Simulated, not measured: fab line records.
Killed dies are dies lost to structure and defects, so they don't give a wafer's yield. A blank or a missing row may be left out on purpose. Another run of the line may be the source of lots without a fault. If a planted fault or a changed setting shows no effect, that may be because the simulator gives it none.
Matching of chambers -- flow nand harc -- 3 sister chambers for NHARC_P_M1_DEP_33 on pecvd-04
The step deposits SiCN, target thk 30 nm. 16 wafers are shown with their chamber, then 8 later ones without.

== WAFERS PAIRED WITH THEIR CHAMBERS ==
wafer,chamber,heater power w (W),rf fwd power W (W),susceptor temp C (C)
L076.1,2,495,450.5,369.94
L076.2,0,676,450.1,369.90
L076.5,1,523,450.9,369.88
L080.1,2,571,446.1,369.85
L080.2,0,666,448.2,369.53
L080.6,2,579,447.9,370.15
L082.3,0,804,448.4,369.92
L082.4,1,465,449.7,369.79
L082.6,2,547,450.5,369.93
L089.1,0,622,444.4,370.34
L089.4,2,516,447.7,370.16
L089.5,0,635,448.1,370.06
L090.1,1,566,446.9,370.08
L090.2,2,553,452.5,370.05
L090.4,1,584,447.6,370.09
L092.1,0,744,448.9,369.98

SIGNATURES (means of the wafers above)
reading,chamber 0,chamber 1,chamber 2,scatter within a chamber
heater power w,691.17,534.50,543.50,54
rf fwd power W,448.017,448.775,449.200,2.08
susceptor temp C,369.9550,369.9600,370.0133,0.195
Rule: for a wafer and a chamber, the distance is found by dividing, reading by reading, the gap between the wafer's reading and the chamber's mean by the reading's scatter, squaring, summing and taking the root. The wafer belongs to the nearest chamber; if the next one is less than 2 further off, it can't be placed. The scatter: take each reading less its chamber's mean, square it, sum over the shown wafers, divide by the number of wafers less the number of chambers, and take the root.

== WAFERS WHOSE CHAMBER IS MISSING ==
wafer,heater power w (W),rf fwd power W (W),susceptor temp C (C)
L092.2,636,450.1,369.81
L092.4,608,450.6,370.07
L093.1,534,450.3,370.06
L093.2,741,448.6,370.03
L093.3,616,451.9,370.02
L094.1,584,447.9,369.75
L094.3,731,446.7,370.16
L094.5,726,447.7,369.85

== CHAMBER TAKEN BY EACH ==
wafer,from the rows above,in truth
L092.2,can't be placed: 0 or 2 or 1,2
L092.4,can't be placed: 2 or 1 or 0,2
L093.1,can't be placed: 2 or 1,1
L093.2,0,0
L093.3,can't be placed: 2 or 1 or 0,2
L094.1,can't be placed: 1 or 2 or 0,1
L094.3,0,0
L094.5,0,0
3 of 8 placed correctly. From these rows, 5 cannot be placed; in 5 the true chamber is one of the candidates. Wrongly placed: 0.
